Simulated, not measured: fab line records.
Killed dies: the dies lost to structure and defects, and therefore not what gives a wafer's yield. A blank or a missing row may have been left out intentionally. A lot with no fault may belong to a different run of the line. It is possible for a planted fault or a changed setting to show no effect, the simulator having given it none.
Matching of chambers | flow nand_harc | NHARC_A_CHANNEL_FILL_D2_ALD_14 on ald_hk-02 has 4 sister chambers
The step deposits SiO2, target thk 2.5 nm, pulse time 10 s, ald cycles 25. 8 wafers are shown with their chamber, then 10 later ones without.

WAFERS WITH THEIR CHAMBER
wafer  | chamber | heater_power_w (W) | precursor_pulse_height_rel
L085.3 | 3       | 382                | 0.987
L087.2 | 2       | 513                | 0.955
L087.5 | 0       | 483                | 1.009
L086.2 | 0       | 482                | 0.992
L086.3 | 1       | 442                | 1.016
L086.5 | 1       | 432                | 1.025
L086.1 | 3       | 396                | 0.980
L086.4 | 2       | 519                | 1.017

WAFERS MISSING THEIR CHAMBER
wafer  | heater_power_w (W) | precursor_pulse_height_rel
L086.6 | 526                | 1.023
L089.3 | 520                | 0.964
L089.4 | 387                | 0.962
L089.5 | 489                | 0.992
L092.1 | 427                | 0.981
L092.2 | 505                | 1.000
L092.5 | 425                | 1.029
L096.1 | 534                | 0.995
L096.5 | 517                | 1.017
L096.6 | 390                | 1.030

THE CHAMBER EACH PASSED THROUGH
wafer  | from the rows above     | in truth
L086.6 | 2                       | 2
L089.3 | 2                       | 2
L089.4 | 3                       | 3
L089.5 | 0                       | 0
L092.1 | 1                       | 1
L092.2 | can't be placed: 2 or 0 | 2
L092.5 | 1                       | 1
L096.1 | 2                       | 2
L096.5 | 2                       | 2
L096.6 | 3                       | 3
Placed correctly: 9 of 10. Cannot be placed on the basis of these rows: 1; the candidates contain the true chamber in 1. 0 placed wrongly.
How it was worked out, from the rows above alone: a wafer's distance from a chamber is the root of the sum, over the readings, of the square of ((its reading less the chamber's mean) divided by the reading's scatter). If the next closest chamber is less than 2 further off than the closest, the wafer can't be placed; otherwise it belongs to the closest. A chamber's mean is the mean of its shown wafers. The scatter is the square root of a quotient: the sum, over the shown wafers, of each reading's squared deviation from its chamber's mean, divided by wafers minus chambers.
